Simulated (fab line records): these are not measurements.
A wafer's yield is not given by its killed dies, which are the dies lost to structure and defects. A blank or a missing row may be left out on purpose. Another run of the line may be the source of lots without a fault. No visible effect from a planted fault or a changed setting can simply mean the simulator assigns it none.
Matching of chambers :: flow nandHarc :: cmp-03 running NHARC_P_STI_CMP_21: 4 sister chambers
The step polishes, t overpolish 20 s, target thk 380.67 nm. 18 wafers are shown with their chamber, then 9 later ones without.

## EACH WAFER AND ITS CHAMBER
wafer: L074.1
chamber: 3
motorCurrentA (A): 12.8
overpolishRunS (s): 19.998

wafer: L074.2
chamber: 2
motorCurrentA (A): 14.9
overpolishRunS (s): 20.005

wafer: L074.6
chamber: 3
motorCurrentA (A): 12.9
overpolishRunS (s): 19.993

wafer: L077.1
chamber: 2
motorCurrentA (A): 14.3
overpolishRunS (s): 20.006

wafer: L077.2
chamber: 1
motorCurrentA (A): 12.6
overpolishRunS (s): 19.997

wafer: L077.3
chamber: 3
motorCurrentA (A): 12.2
overpolishRunS (s): 19.992

wafer: L077.4
chamber: 0
motorCurrentA (A): 9.8
overpolishRunS (s): 19.995

wafer: L077.5
chamber: 0
motorCurrentA (A): 9.6
overpolishRunS (s): 19.987

wafer: L077.6
chamber: 1
motorCurrentA (A): 12.6
overpolishRunS (s): 19.999

wafer: L081.2
chamber: 0
motorCurrentA (A): 10.0
overpolishRunS (s): 19.988

wafer: L081.4
chamber: 1
motorCurrentA (A): 13.3
overpolishRunS (s): 20.008

wafer: L081.6
chamber: 1
motorCurrentA (A): 13.4
overpolishRunS (s): 19.996

wafer: L082.1
chamber: 2
motorCurrentA (A): 14.7
overpolishRunS (s): 19.999

wafer: L082.4
chamber: 3
motorCurrentA (A): 12.9
overpolishRunS (s): 20.007

wafer: L082.6
chamber: 2
motorCurrentA (A): 14.0
overpolishRunS (s): 19.994

wafer: L083.3
chamber: 1
motorCurrentA (A): 13.4
overpolishRunS (s): 20.002

wafer: L083.5
chamber: 2
motorCurrentA (A): 14.6
overpolishRunS (s): 19.995

wafer: L083.6
chamber: 1
motorCurrentA (A): 13.1
overpolishRunS (s): 19.989

SIGNATURES (averages over the wafers above)
reading: motorCurrentA
chamber 0: 9.800
chamber 1: 13.067
chamber 2: 14.500
chamber 3: 12.700
scatter within a chamber: 0.342

reading: overpolishRunS
chamber 0: 19.99000
chamber 1: 19.99850
chamber 2: 19.99980
chamber 3: 19.99750
scatter within a chamber: 0.006
Rule: a wafer's distance from a chamber is the root of the sum, over the readings, of the square of ((its reading less the chamber's mean) divided by the reading's scatter). The wafer belongs to the nearest chamber; if the next one is less than 2 further off, it can't be placed. How the scatter is found: for the shown wafers, subtract from each reading the mean of its chamber, square and add these, divide the total by (wafers less chambers), then take the root.

## WAFERS WHOSE CHAMBER IS MISSING
wafer: L093.2
motorCurrentA (A): 12.0
overpolishRunS (s): 19.999

wafer: L093.4
motorCurrentA (A): 9.5
overpolishRunS (s): 20.005

wafer: L093.5
motorCurrentA (A): 12.9
overpolishRunS (s): 20.007

wafer: L094.3
motorCurrentA (A): 12.1
overpolishRunS (s): 20.008

wafer: L094.4
motorCurrentA (A): 12.9
overpolishRunS (s): 20.002

wafer: L094.5
motorCurrentA (A): 13.0
overpolishRunS (s): 19.991

wafer: L096.1
motorCurrentA (A): 13.1
overpolishRunS (s): 20.008

wafer: L096.3
motorCurrentA (A): 12.9
overpolishRunS (s): 19.996

wafer: L096.5
motorCurrentA (A): 12.6
overpolishRunS (s): 19.994

## CHAMBER TAKEN BY EACH
wafer: L093.2
from the rows above: can't be placed: 3 or 1
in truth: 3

wafer: L093.4
from the rows above: 0
in truth: 0

wafer: L093.5
from the rows above: can't be placed: 1 or 3
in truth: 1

wafer: L094.3
from the rows above: can't be placed: 3 or 1
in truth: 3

wafer: L094.4
from the rows above: can't be placed: 1 or 3
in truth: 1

wafer: L094.5
from the rows above: can't be placed: 1 or 3
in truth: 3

wafer: L096.1
from the rows above: can't be placed: 1 or 3
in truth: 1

wafer: L096.3
from the rows above: can't be placed: 3 or 1
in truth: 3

wafer: L096.5
from the rows above: can't be placed: 3 or 1
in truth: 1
Correct placement for 1 of the 9. From these rows, 8 cannot be placed; in 8 the true chamber is one of the candidates. 0 placed wrongly.
